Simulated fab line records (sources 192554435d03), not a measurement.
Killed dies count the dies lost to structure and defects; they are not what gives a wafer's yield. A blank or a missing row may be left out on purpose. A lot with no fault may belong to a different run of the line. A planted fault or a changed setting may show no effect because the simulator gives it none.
fab line records | flow n5_finfet
record lots=7 | wafers=18 | last_day=18
route steps=1938 shown BEOL_M15@1811
lots that met no fault: from a run of the same line without faults
start_h: the number of hours between the record's first day and the start of the first shown wafer of the lot | wait_h: how many hours have passed since the lot's step before this one | " unchanged from the row above | L1.1+2: several wafers, shown together as one row | - either no value or no given start | * or withheld: withheld | < > ~ a bound
route shown NAME@n: names a module that has steps shown in the file, with the first one's number in the route | usual: mean/standard deviation taken from wafers without a fault | same: alike in all rows | chamber/n: place in a boat | sites: each site's reading | _std_site: the values' standard deviation | _edge_site: the outer-site mean with the inner-site mean subtracted | radius_mm: for every site, how far away it sits from the centre of the wafer | mask NAME#n: copy n | behind: the last tool/chamber to shape the wafer | hold: why the lot was held/for how many hours/how that ended | device: which transistor (n, p or np) failed to switch | end of line: at the end of the route, the tests of the same wafers | a step given without rows: its recipe and nothing more | killed: dies lost to structure and defects at the first sort, not the wafer's yield | map: the dies of a wafer, with x for killed, . for not killed, _ for no die there
set.NAME: setting as actually run; set.NAME@STEP: the setting as run at that earlier step | model.NAME: the simulator's own value behind a step, which no gauge read
lots seen at some steps along the route; tables by step, rows by wafer
services: from which hour (start_h, from the record's first day; less than 0 if before it) a tool's chamber was out of use, for how many hours, and why
## steps
# step N5_BEOL_M15_STRIP_36
# recipe chemistry=O2 | power_w=600 | temp_c=60 | pressure_mtorr=30 | rf_frequency_hz=6e+07 | bias_power_w=0 | overash_fraction=0.3 | o2_flow_sccm=225
# step N5_BEOL_M15_STRIP_62
# recipe chemistry=O2 | power_w=600 | temp_c=60 | pressure_mtorr=30 | rf_frequency_hz=6e+07 | bias_power_w=0 | overash_fraction=0.3 | o2_flow_sccm=225
# usual drypump_motor_current_A=5.5/0.45 | oes_product_au=0.80/0.075 | rf_vpp_V=3.7/0.51 | showerhead_plenum_p_Torr=2.10/0.077 | throttle_valve_pct=16.69/0.22
# same overash_fraction=0.3
lot.wafer | tool        | chamber | start_h | wait_h | drypump_motor_current_A | oes_product_au | rf_hours_counter_h | rf_vpp_V | showerhead_plenum_p_Torr | throttle_valve_pct
L820.1    | rie_diel-01 | 1       | -       | -      | 5.1                     | 0.71           | 211                | 3.8      | 1.98                     | 17.04
L820.2    | "           | 3       | "       | "      | 5.7                     | 0.88           | 48                 | 3.8      | 2.15                     | 16.38
L820.6    | "           | 0       | "       | "      | 5.4                     | 0.90           | -                  | 4.5      | 2.23                     | 16.67
L821.2    | rie_diel-01 | 0       | -       | -      | 5.3                     | 0.90           | 42                 | 3.6      | 2.23                     | 16.68
L821.6    | "           | 0       | "       | "      | 5.3                     | 0.91           | -                  | 5.0      | 2.23                     | 16.67
L823.2    | rie_diel-04 | 0       | -       | -      | 5.3                     | 0.84           | 64                 | 3.8      | 2.09                     | 16.57
L823.6    | "           | 0       | "       | "      | 5.3                     | 0.84           | -                  | 3.7      | 2.09                     | 16.58
L824.2    | rie_diel-01 | 3       | -       | -      | 5.6                     | 0.86           | 55                 | 3.6      | 2.15                     | 16.41
L824.5    | "           | 1       | "       | "      | 5.1                     | 0.69           | -                  | 3.2      | 1.97                     | 17.05
L833.1    | rie_diel-03 | 3       | -       | -      | 6.2                     | 0.77           | 97                 | 3.8      | 2.02                     | 16.75
L833.2    | "           | 0       | "       | "      | 5.0                     | 0.86           | 72                 | 3.2      | 2.20                     | 16.46
L833.3    | "           | 2       | "       | "      | 5.1                     | 0.76           | 153                | 3.3      | 2.08                     | 16.73
L836.2    | rie_diel-03 | 2       | -       | -      | 5.1                     | 0.77           | 158                | 4.1      | 2.08                     | 16.73
L836.4    | "           | 0       | "       | "      | 5.0                     | 0.84           | -                  | 4.6      | 2.20                     | 16.47
L836.6    | "           | 2       | "       | "      | 5.1                     | 0.76           | -                  | 3.9      | 2.08                     | 16.71
L835.3    | rie_diel-04 | 2       | -       | -      | 4.8                     | 0.91           | 31                 | 3.4      | 2.23                     | 16.29
L835.5    | "           | 0       | "       | "      | 5.3                     | 0.82           | -                  | 3.2      | 2.08                     | 16.64
L835.6    | "           | 3       | "       | "      | 6.4                     | 0.70           | -                  | 3.3      | 2.05                     | 16.89
# step N5_BEOL_M15_STRIP_37
# recipe chemistry=O2 | power_w=600 | temp_c=60 | pressure_mtorr=30 | rf_frequency_hz=6e+07 | bias_power_w=0 | overash_fraction=0.3 | o2_flow_sccm=225
# usual drypump_motor_current_A=5.5/0.45 | oes_product_au=0.80/0.075 | rf_vpp_V=3.6/0.62 | showerhead_plenum_p_Torr=2.10/0.078 | throttle_valve_pct=16.69/0.22
# same overash_fraction=0.3
lot.wafer | tool        | chamber | start_h | wait_h | drypump_motor_current_A | oes_product_au | rf_hours_counter_h | rf_vpp_V | showerhead_plenum_p_Torr | throttle_valve_pct
L820.1    | rie_diel-01 | 1       | -       | -      | 5.1                     | 0.71           | 211                | 4.5      | 1.98                     | 17.02
L820.2    | "           | 3       | "       | "      | 5.6                     | 0.88           | 48                 | 3.3      | 2.15                     | 16.37
L820.6    | "           | 0       | "       | "      | 5.3                     | 0.91           | -                  | 2.5      | 2.23                     | 16.67
L821.2    | rie_diel-01 | 0       | -       | -      | 5.4                     | 0.90           | 42                 | 3.7      | 2.23                     | 16.70
L821.6    | "           | 0       | "       | "      | 5.4                     | 0.90           | -                  | 3.2      | 2.23                     | 16.66
L823.2    | rie_diel-04 | 0       | -       | -      | 5.3                     | 0.85           | 64                 | 2.1      | 2.09                     | 16.56
L823.6    | "           | 0       | "       | "      | 5.3                     | 0.84           | -                  | 4.2      | 2.09                     | 16.57
L824.2    | rie_diel-01 | 3       | -       | -      | 5.6                     | 0.86           | 55                 | 4.3      | 2.15                     | 16.41
L824.5    | "           | 1       | "       | "      | 5.1                     | 0.70           | -                  | 3.4      | 1.97                     | 17.05
L833.1    | rie_diel-03 | 3       | -       | -      | 6.2                     | 0.78           | 97                 | 3.7      | 2.02                     | 16.75
L833.2    | "           | 0       | "       | "      | 5.0                     | 0.86           | 72                 | 2.8      | 2.20                     | 16.45
L833.3    | "           | 2       | "       | "      | 5.1                     | 0.76           | 153                | 5.4      | 2.08                     | 16.69
L836.2    | rie_diel-03 | 2       | -       | -      | 5.1                     | 0.77           | 158                | 3.3      | 2.08                     | 16.70
L836.4    | "           | 0       | "       | "      | 4.9                     | 0.85           | -                  | 3.4      | 2.20                     | 16.46
L836.6    | "           | 2       | "       | "      | 5.0                     | 0.77           | -                  | 2.8      | 2.08                     | 16.72
L835.3    | rie_diel-04 | 2       | -       | -      | 4.8                     | 0.92           | 31                 | 3.3      | 2.23                     | 16.29
L835.5    | "           | 0       | "       | "      | 5.3                     | 0.80           | -                  | 4.0      | 2.08                     | 16.63
L835.6    | "           | 3       | "       | "      | 6.4                     | 0.69           | -                  | 3.2      | 2.05                     | 16.92
# step N5_BEOL_M15_ETCH_38
# recipe chemistry=CF4/N2 | target=SiCN | target_depth_a=1064 | taper_deg=2 | time_s=120.5 | ion_energy_ev=150 | mask_material=SiO2 | pressure_mtorr=40 | source_w=430 | bias_w=70 | Ar_flow_sccm=100 | cf4_flow_sccm=60 | n2_flow_sccm=60
# step N5_BEOL_M15_PRECLEAN_39
# recipe chemistry=residue_remover | time_s=60 | temp_c=40
# step N5_BEOL_M15_SRD_40
# recipe time_s=30 | temp_c=23 | rinse_liquid=diw | dry=n2_spin | spin_rpm=1500 | dry_time_s=30
# step N5_BEOL_M15_DEGAS_41
# recipe ambient=vacuum | temp_c=300 | time_s=60
# usual heater_power_w=462/51
lot.wafer | tool           | chamber | start_h | wait_h | heater_power_w
L820.1    | pvd_sputter-01 | -       | 310.76  | 0.2    | 422
L820.2    | "              | -       | "       | "      | 486
L820.6    | "              | -       | "       | "      | 422
L821.2    | pvd_sputter-01 | -       | 311.21  | 0.3    | 450
L821.6    | "              | -       | "       | "      | 420
L823.2    | pvd_sputter-02 | -       | 329.41  | 0.5    | 523
L823.6    | "              | -       | "       | "      | 512
L824.2    | pvd_sputter-01 | -       | 334.52  | 0.1    | 451
L824.5    | "              | -       | "       | "      | 456
L833.1    | pvd_sputter-03 | -       | 395.55  | 0.3    | 435
L833.2    | "              | -       | "       | "      | 479
L833.3    | "              | -       | "       | "      | 437
L836.2    | pvd_sputter-01 | -       | 412.06  | 0.1    | 459
L836.4    | "              | -       | "       | "      | 593
L836.6    | "              | -       | "       | "      | 458
L835.3    | pvd_sputter-02 | -       | 412.42  | 0.2    | 483
L835.5    | "              | -       | "       | "      | 409
L835.6    | "              | -       | "       | "      | 472
# step N5_BEOL_M15_PRE_CLEAN_42
# recipe gas=H2/He | time_s=30 | temp_c=300
# usual heater_power_w=462/51
lot.wafer | tool           | chamber | start_h | wait_h | heater_power_w
L820.1    | pvd_sputter-01 | -       | 310.80  | 0.0    | 416
L820.2    | "              | -       | "       | "      | 505
L820.6    | "              | -       | "       | "      | 432
L821.2    | pvd_sputter-01 | -       | 311.25  | 0.0    | 458
L821.6    | "              | -       | "       | "      | 428
L823.2    | pvd_sputter-02 | -       | 329.45  | 0.0    | 528
L823.6    | "              | -       | "       | "      | 517
L824.2    | pvd_sputter-01 | -       | 334.56  | 0.0    | 455
L824.5    | "              | -       | "       | "      | 456
L833.1    | pvd_sputter-03 | -       | 395.59  | 0.0    | 453
L833.2    | "              | -       | "       | "      | 469
L833.3    | "              | -       | "       | "      | 437
L836.2    | pvd_sputter-01 | -       | 412.10  | 0.0    | 456
L836.4    | "              | -       | "       | "      | 593
L836.6    | "              | -       | "       | "      | 461
L835.3    | pvd_sputter-02 | -       | 412.46  | 0.0    | 469
L835.5    | "              | -       | "       | "      | 412
L835.6    | "              | -       | "       | "      | 470
# step N5_BEOL_M15_SPUTTER_43
# recipe material=TaN | target_thk_a=150 | temp_c=50 | bias_v=168.6 | power_w=15000 | chamber_pressure_pa=0.12 | time_s=24.19
# step N5_BEOL_M15_SPUTTER_44
# recipe material=Ta | target_thk_a=150 | temp_c=50 | bias_v=80 | power_w=15000 | chamber_pressure_pa=0.07 | time_s=24.19
# step N5_BEOL_M15_SPUTTER_45
# recipe material=Cu | target_thk_a=1000 | temp_c=-20 | bias_v=60 | power_w=26000 | chamber_pressure_pa=0.13 | time_s=16.67
# step N5_BEOL_M15_ECD_47
# recipe material=Cu | target_thk_a=18600
lot.wafer | tool      | chamber | start_h | wait_h | model.Cu_of_BEOL_M15_ECD_47.thk_nm
L820.1    | ecd_cu-01 | 1       | 311.15  | 0.1    | 1887
L820.2    | "         | 0       | "       | "      | 1889
L820.6    | "         | 1       | "       | "      | 1873
L821.2    | ecd_cu-01 | 0       | 311.60  | 0.1    | 3063
L821.6    | "         | 1       | "       | "      | 3039
L823.2    | ecd_cu-01 | 0       | 329.77  | 0.1    | 3037
L823.6    | "         | 0       | "       | "      | 3063
L824.2    | ecd_cu-01 | 0       | 334.88  | 0.1    | 3057
L824.5    | "         | 1       | "       | "      | 1885
L833.1+2  | ecd_cu-02 | 0,1     | 395.91  | 0.1    | 1838
L833.3    | "         | 0       | "       | "      | 1847
L836.2    | ecd_cu-01 | 1       | 412.42  | 0.1    | 1846
L836.4    | "         | 0       | "       | "      | 1830
L836.6    | "         | 1       | "       | "      | 1855
L835.3    | ecd_cu-01 | 1       | 412.85  | 0.2    | 1853
L835.5    | "         | 0       | "       | "      | 1889
L835.6    | "         | 1       | "       | "      | 1868
# step N5_BEOL_M15_ANNEAL_48
# recipe temp_c=225 | time_s=90 | ambient=N2
# usual wafer_temp_C_max=226.2/0.52
lot.wafer | tool          | chamber | start_h | wait_h | wafer_temp_C_max
L820.1    | rtp_anneal-02 | 0       | 311.47  | 0.2    | 226.7
L820.2    | "             | 0       | "       | "      | 226.2
L820.6    | "             | 0       | "       | "      | 226.5
L821.2    | rtp_anneal-01 | 0       | 311.95  | 0.3    | 225.8
L821.6    | "             | 0       | "       | "      | 225.8
L823.2    | rtp_anneal-01 | 0       | 330.13  | 0.3    | 225.9
L823.6    | "             | 0       | "       | "      | 226.0
L824.2    | rtp_anneal-02 | 0       | 335.37  | 0.4    | 226.9
L824.5    | "             | 0       | "       | "      | 227.6
L833.1    | rtp_anneal-02 | 0       | 396.16  | 0.2    | 226.9
L833.2    | "             | 0       | "       | "      | 227.1
L833.3    | "             | 0       | "       | "      | 226.6
L836.2    | rtp_anneal-01 | 0       | 413.05  | 0.6    | 225.3
L836.4    | "             | 0       | "       | "      | 225.4
L836.6    | "             | 0       | "       | "      | 225.8
L835.3    | rtp_anneal-01 | 0       | 413.37  | 0.5    | 225.6
L835.5    | "             | 0       | "       | "      | 225.6
L835.6    | "             | 0       | "       | "      | 225.9
## services
tool           | chamber | start_h | hours | kind
rie_diel-04    | 2       | 292.60  | -     | clean
rie_diel-04    | 2       | 292.60  | -     | consumable_replace:focus_ring
rie_diel-04    | 2       | 292.60  | -     | consumable_replace:showerhead
rie_diel-04    | 2       | 292.60  | 22.2  | scheduled_down
rie_diel-04    | 2       | 292.60  | 22.2  | vent_cycle
rie_diel-03    | -       | 302.43  | 0.1   | repair
rie_diel-04    | -       | 305.71  | 4.3   | pm
rie_diel-01    | -       | 311.69  | 0.4   | repair
ecd_cu-01      | -       | 320.08  | 0.7   | repair
rtp_anneal-02  | -       | 323.08  | 4.7   | pm
ecd_cu-01      | -       | 331.39  | 2.3   | repair
ecd_cu-01      | -       | 364.27  | 1.8   | repair
pvd_sputter-01 | -       | 367.25  | 3.0   | repair
pvd_sputter-03 | -       | 385.93  | 7.3   | repair
rie_diel-04    | 1       | 386.02  | 8.0   | repair
rie_diel-03    | 1       | 408.68  | -     | clean
rie_diel-03    | 1       | 408.68  | -     | consumable_replace:focus_ring
rie_diel-03    | 1       | 408.68  | 12.4  | scheduled_down
rie_diel-03    | 1       | 408.68  | 12.4  | vent_cycle
## key
first_sign none at tools or gauges
model_effect step=N5_BEOL_M15_ECD_47 | value=Cu_of_BEOL_M15_ECD_47.thk_nm | without=1889 | struck=3052
met_at N5_BEOL_M15_ECD_47
struck_wafers L821.2,L821.6,L823.2,L823.6,L824.2
onset_between 311.15 311.60
fault kind=process_parameter_drift | tool=ecd_cu-01 | chamber=- | onset_h=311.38 | steps=N5_BEOL_M15_ECD_47 | channel=target_thk_a | offset=* | shape=step | end_h=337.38 | scope=struck_wafers_only | acts_in=* | stated=*
